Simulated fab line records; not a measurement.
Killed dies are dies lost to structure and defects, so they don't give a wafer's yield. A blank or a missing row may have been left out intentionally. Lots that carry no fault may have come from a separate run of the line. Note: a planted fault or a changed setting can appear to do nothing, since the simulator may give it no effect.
Matching of chambers ; flow nand harc ; rie si-04 running NHARC_A_ZERO_WELL_ETCH_13: 4 sister chambers
The step etches the open film in HBr/Cl2, target depth 120 nm, time 40.1 s. 16 wafers are shown with their chamber, then 8 later ones without.

## WAFERS, EACH WITH ITS CHAMBER
wafer;chamber;drypump motor current A (A);oes product au (a.u.);throttle valve pct (%)
L075.1;3;5.5;1.016;26.409
L075.5;3;5.5;1.012;26.411
L075.6;1;5.2;1.000;26.410
L078.1;3;5.5;1.008;26.406
L078.3;1;5.2;0.983;26.412
L078.5;2;6.0;1.002;26.414
L079.3;1;5.3;0.996;26.406
L079.5;3;5.5;0.999;26.411
L079.6;2;6.0;1.011;26.388
L082.3;0;5.6;1.015;26.398
L082.4;3;5.6;1.017;26.410
L082.5;2;6.0;1.016;26.406
L086.1;0;5.6;1.015;26.405
L086.4;2;6.0;0.995;26.404
L086.6;2;6.0;1.008;26.392
L094.1;2;6.0;1.010;26.409

SIGNATURES, as means of the wafers listed above
reading;chamber 0;chamber 1;chamber 2;chamber 3;scatter within a chamber
drypump motor current A;5.600;5.233;6.000;5.520;0.035
oes product au;1.01500;0.99300;1.00700;1.01040;0.00734
throttle valve pct;26.40150;26.40933;26.40217;26.40940;0.00689
Rule: distance of a wafer from a chamber = root of the sum over the readings of ((wafer's reading minus chamber's mean) / reading's scatter) squared. If the next closest chamber is less than 2 further off than the closest, the wafer can't be placed; otherwise it belongs to the closest. How the scatter is found: for the shown wafers, subtract from each reading the mean of its chamber, square and add these, divide the total by (wafers less chambers), then take the root.

## WAFERS WITH NO CHAMBER GIVEN
wafer;drypump motor current A (A);oes product au (a.u.);throttle valve pct (%)
L094.4;5.3;0.998;26.403
L094.5;5.6;1.016;26.405
L095.2;5.5;0.985;26.399
L095.5;6.0;0.986;26.409
L095.6;5.2;0.985;26.413
L097.1;5.3;0.983;26.393
L097.4;5.6;1.013;26.405
L097.5;6.0;0.992;26.402

## EACH ONE'S CHAMBER
wafer;from the rows above;in truth
L094.4;1;1
L094.5;can't be placed: 0 or 3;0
L095.2;can't be placed: 3 or 0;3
L095.5;2;2
L095.6;1;1
L097.1;1;1
L097.4;can't be placed: 0 or 3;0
L097.5;2;2
Correct placement for 5 of the 8. These rows do not allow placing 3 (true chamber among the candidates in 3). Wrongly placed: 0.
